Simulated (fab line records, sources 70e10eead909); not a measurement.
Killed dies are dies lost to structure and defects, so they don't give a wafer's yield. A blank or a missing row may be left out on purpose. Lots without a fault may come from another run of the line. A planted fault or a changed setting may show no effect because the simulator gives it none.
One fault seen from 2 desks | flow nand_harc | each desk has only its own numbers; what lay behind them comes last

THE DEFECT DESK
What the inspections along the route counted, lot by lot: means of the sampled wafers that have a number. A lot is out of limits, marked OUT, if its mean lies more than 4 standard deviations from the usual mean; the brackets give that distance.
Columns: A = raw_defect_count at NHARC_A_SIN_REMOVE_INSPECT_04, usual 371
lot  | first seen here | A
L605 | day 21 07:31    | 341
L608 | day 21 15:25    | 288
L606 | day 21 21:09    | 339
L610 | day 22 00:31    | 400
L611 | day 22 18:21    | 476
L612 | day 24 01:50    | 345
L614 | day 24 17:18    | 415
L616 | day 25 04:18    | 303
L617 | day 26 02:37    | 309
L626 | day 29 09:26    | 875 (+5.6) OUT
L628 | day 30 00:58    | 379
This desk's finding: out of limits on L626; first on L626, day 29 09:26 (raw_defect_count at NHARC_A_SIN_REMOVE_INSPECT_04). In limits: L605, L608, L606, L610, L611, L612, L614, L616, L617, L628.

THE TOOL OWNER'S DESK: wet_bench-02
The tool's own readings at NHARC_A_SIN_REMOVE_PRECLEAN_01 (cleans in SC1): means of the sampled wafers that have a number, for each lot that ran on this tool. A lot is out of limits, marked OUT, if its mean lies more than 4 standard deviations from the usual mean; the brackets give that distance.
Columns: A = bath_heat_duty_pct at NHARC_A_SIN_REMOVE_PRECLEAN_01, usual 7.3 %
lot  | first seen here | A
L608 | day 21 15:13    | 6.7
L606 | day 21 20:59    | 6.9
L612 | day 24 01:40    | 7.5
L614 | day 24 17:08    | 7.9
L626 | day 29 09:15    | 7.8
This desk's finding: nothing out of limits on any of the 5 lots.

PUT TOGETHER
The defect desk could have raised an alarm at day 29 09:26, on L626.
The tool owner's desk saw nothing out of limits.
The tool owner's desk has L626 on record, within its limits.
Of the lots named, all ran NHARC_A_SIN_REMOVE_PRECLEAN_01 on wet_bench-02.

WHAT THE SIMULATOR HAD PUT IN
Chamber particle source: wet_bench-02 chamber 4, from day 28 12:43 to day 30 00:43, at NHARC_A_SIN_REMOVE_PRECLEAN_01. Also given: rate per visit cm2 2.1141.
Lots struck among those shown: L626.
Hours from the fault's start to each desk's first reading out of limits: the defect desk, 21.
